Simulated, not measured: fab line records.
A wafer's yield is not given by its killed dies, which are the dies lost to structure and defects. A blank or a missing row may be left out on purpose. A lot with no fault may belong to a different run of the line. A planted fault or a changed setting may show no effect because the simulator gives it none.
Which tool did it? + flow nand harc + 11 lots, 33 wafers sampled, at 4 steps of a route of 1302

## WHAT THE GAUGES READ, wafer by wafer
NHARC_P_GATE_CD_MEAS_46 targets a cd of 720 nm.
| lot  | measured     | on        | cd nm (nm)        |
|------|--------------|-----------|-------------------|
| L219 | day 5 21:01  | cd sem-02 | 719.6 718.3 721.8 |
| L221 | day 6 22:04  | cd sem-02 | 719.0 719.8 717.4 |
| L222 | day 7 00:18  | cd sem-01 | 721.5 719.8 717.3 |
| L224 | day 8 03:25  | cd sem-02 | 715.5 718.9 718.8 |
| L225 | day 8 06:05  | cd sem-02 | - - -             |
| L235 | day 12 15:41 | cd sem-02 | 721.5 719.2 719.3 |
| L236 | day 13 08:43 | cd sem-03 | 725.9 720.7 719.7 |
| L237 | day 13 20:05 | cd sem-01 | 723.3 720.1 721.2 |
| L238 | day 13 23:20 | cd sem-03 | 717.5 719.5 716.2 |
| L240 | day 14 15:14 | cd sem-01 | 718.6 718.6 719.3 |
| L241 | day 15 05:40 | cd sem-01 | 719.5 723.5 722.7 |

## TOOL THAT RAN EACH LOT (tool first, then ch and the chambers of the sampled wafers, then the start)
| lot  | NHARC_P_STI_CMP_21            | NHARC_P_GATE_ETCHBACK_37                      | NHARC_P_GATE_EXPOSE_43            |
|------|-------------------------------|-----------------------------------------------|-----------------------------------|
| L219 | cmp-02 ch 0,3, day 4 01:42    | rie diel-11 ch 1,2, day 5 20:52 or earlier    | krf scanner-01 ch 0, day 5 20:52  |
| L221 | cmp-03 ch 1,2,3, day 5 01:41  | rie diel-03 ch 0,1,3, day 6 21:55 or earlier  | krf scanner-03 ch 0, day 6 21:55  |
| L222 | cmp-02 ch 0,3, day 5 06:17    | rie diel-11 ch 0,1,3, day 7 00:08 or earlier  | krf scanner-04 ch 0, day 7 00:08  |
| L224 | cmp-04 ch 0,2,3, day 6 03:24  | rie diel-03 ch 0,2, day 8 03:16 or earlier    | krf scanner-04 ch 0, day 8 03:16  |
| L225 | cmp-02 ch 0,1,2, day 6 11:34  | rie diel-03 ch 0,2,3, day 8 05:56 or earlier  | krf scanner-03 ch 0, day 8 05:56  |
| L235 | cmp-03 ch 0,2,3, day 10 18:58 | rie diel-11 ch 0,2,3, day 12 15:32 or earlier | krf scanner-01 ch 0, day 12 15:32 |
| L236 | cmp-04 ch 0,1,3, day 11 09:06 | rie diel-06 ch 0,1,3, day 13 08:34 or earlier | krf scanner-01 ch 0, day 13 08:34 |
| L237 | cmp-04 ch 0,2,3, day 11 19:17 | rie diel-03 ch 0,1,3, day 13 19:56 or earlier | krf scanner-01 ch 0, day 13 19:56 |
| L238 | cmp-04 ch 0,2,3, day 12 03:02 | rie diel-11 ch 0,1,3, day 13 23:10 or earlier | krf scanner-01 ch 0, day 13 23:10 |
| L240 | cmp-02 ch 0,2,3, day 12 19:05 | rie diel-03 ch 1,2,3, day 14 15:05 or earlier | krf scanner-01 ch 0, day 14 15:05 |
| L241 | cmp-03 ch 2,3, day 13 07:13   | rie diel-11 ch 0,1,3, day 15 05:31 or earlier | krf scanner-03 ch 0, day 15 05:31 |
- NHARC_P_STI_CMP_21: polishes, t overpolish 20 s, target thk 380.67 nm.
- NHARC_P_GATE_ETCHBACK_37: etches the open film in CHF3/O2, target depth 34.5 nm, time 17.2 s.
- NHARC_P_GATE_EXPOSE_43: exposes mask P NSD, target cd 720 nm.

## THE ANSWER, worked out from the rows above alone
Rule: the usual values come from the lots themselves. The widest of any qualifying gaps counts: lots, ordered by their means at a reading, are off when they make up no more than a third of the lots, leave a main group of 4 or more, and stand apart from it by 3 or more times the standard deviation of that group's means. A main group is skipped when, at the precision printed for the reading in the tables above, its means are all equal. A lot without any number at a reading at which 4 lots or more have one is off too. The other lots that the step has rows for count as sound.
Off: L225, at NHARC_P_GATE_CD_MEAS_46 (cd nm). Without a number there: L225. Main group: mean 719.8 nm, sd 1.5.
If a tool, at a process step before that reading, ran all the lots that are off and no sound lot after the first of them, it fits. Gauges at NHARC_P_GATE_CD_MEAS_46: tried the same way as those tools. NHARC_P_GATE_ETCHBACK_37: start missing for some lots; hours and lot order therefore follow NHARC_P_GATE_EXPOSE_43. Not one of the candidates tried fits.

## WHAT THE SIMULATOR PUT IN
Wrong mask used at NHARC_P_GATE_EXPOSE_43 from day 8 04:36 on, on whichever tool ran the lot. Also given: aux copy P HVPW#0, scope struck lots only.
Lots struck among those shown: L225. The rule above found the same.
